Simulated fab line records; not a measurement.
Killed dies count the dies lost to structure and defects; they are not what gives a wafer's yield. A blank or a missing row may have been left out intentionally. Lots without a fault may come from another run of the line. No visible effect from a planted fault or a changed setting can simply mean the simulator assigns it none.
Struck lot and sound lot, side by side | flow nandHarc | 18 steps out of a route of 1302
Sound: wafers L807.1, L807.2, L807.6. Wafers struck: L820.3, L820.5, L820.6. Last of all comes the cause.
For every step that has rows: the tool of each side, followed by ch and its chambers, followed by its first start. Under that, the readings that differ: sound wafers | struck wafers | difference of the means | sigmas: that difference in standard deviations of wafers without a fault.
alike: same words and numbers on both sides, and readings whose means sit less than 2 such deviations apart. not compared: any withheld reading, any reading some wafer has no value for, any bound like >300 that may hide the same value, and any number with overlapping values for which the record gives no deviation.
A row with sigmas, a row that says differs or no value, or rows on one side alone: a step with any of these is where the two part. When numbers do not overlap yet have no deviation, they are printed without sigmas and do not part them. A reading missing from all wafers of one side parts the sides only when that side holds two or more wafers.

NHARC_A_STAIRCASE_CMP_472: polishes SiO2.
  sound on cmp-04 ch 1,2,3, day 19 14:38; struck on cmp-03 ch 0,1, day 25 11:29
  alike: motorCurrentA, retainingRingPressureFrac, slurryFilterDpKPa
after that, 1 step had no rows for these wafers: NHARC_A_STAIRCASE_SRD_474.
NHARC_A_STAIRCASE_INSPECT_155:
  sound: defectInspect-02 at day 19 14:59; struck: defectInspect-02 at day 25 11:50
  alike: rawDefectCount
NHARC_A_SGD_CUT_DEP_00: deposits SiNx, target thk 50 nm.
  sound on pecvd-03 ch 0,1,2, day 19 15:11; struck on pecvd-03 ch 1,2, day 25 11:57
  alike: heaterPowerW, rfFwdPowerW
then, 7 steps without rows for these wafers: NHARC_A_SGD_CUT_DEHYDRATE_01 (time 120 s); NHARC_A_SGD_CUT_HMDS_02 (time 30 s); NHARC_A_SGD_CUT_COAT_56 (time 75 s); NHARC_A_SGD_CUT_COAT_57 (time 65 s); NHARC_A_SGD_CUT_COAT_03 (resist thk 90 nm); NHARC_A_SGD_CUT_SOFTBAKE_04 (time 55 s); NHARC_A_SGD_CUT_EBR_05.
NHARC_A_SGD_CUT_EXPOSE_06: exposes mask SGD.
  sound on arfiScanner-03 ch 0, day 19 15:46; struck on arfiScanner-03 ch 0, day 25 12:22
reading                         | sound                   | struck            | difference | sigmas
model.A_SGD_CUT.overlayXNm (nm) | 0.03343 0.03343 0.03343 | 11.81 11.81 11.81 | +11.78     | 
  alike: mask, focusOffsetNm
then, 2 steps without rows for these wafers: NHARC_A_SGD_CUT_PEB_07 (peb time 65 s); NHARC_A_SGD_CUT_DEVELOP_08 (develop time 35 s).
NHARC_A_SGD_CUT_CD_MEAS_09: the cd target is 100 nm.
  sound on cdSem-02 ch 0, day 19 15:55; struck on cdSem-03 ch 0, day 25 12:30
  alike: cdNm
NHARC_A_SGD_CUT_OVL_MEAS_10:
  sound: overlay-01 at day 19 15:59; struck: overlay-02 at day 25 12:35
reading         | sound         | struck         | difference | sigmas
overlayXNm (nm) | -0.2 0.4 -0.4 | 11.7 11.6 11.5 | +11.7      | +12
overlayYNm (nm) | 1.5 0.9 0.9   | -0.9 -0.6 -0.4 | -1.7       | -2
NHARC_A_SGD_CUT_INSPECT_11:
  sound: defectInspect-01 at day 19 16:02; struck: defectInspect-02 at day 25 12:37
  alike: rawDefectCount
after that, 1 step had no rows for these wafers: NHARC_END_SORT_01.

## WHERE THEY PART
Only at NHARC_A_SGD_CUT_OVL_MEAS_10, within this record. Later steps at which nothing parts them and some readings are alike: NHARC_A_SGD_CUT_INSPECT_11.

WHY: what the simulator had put in
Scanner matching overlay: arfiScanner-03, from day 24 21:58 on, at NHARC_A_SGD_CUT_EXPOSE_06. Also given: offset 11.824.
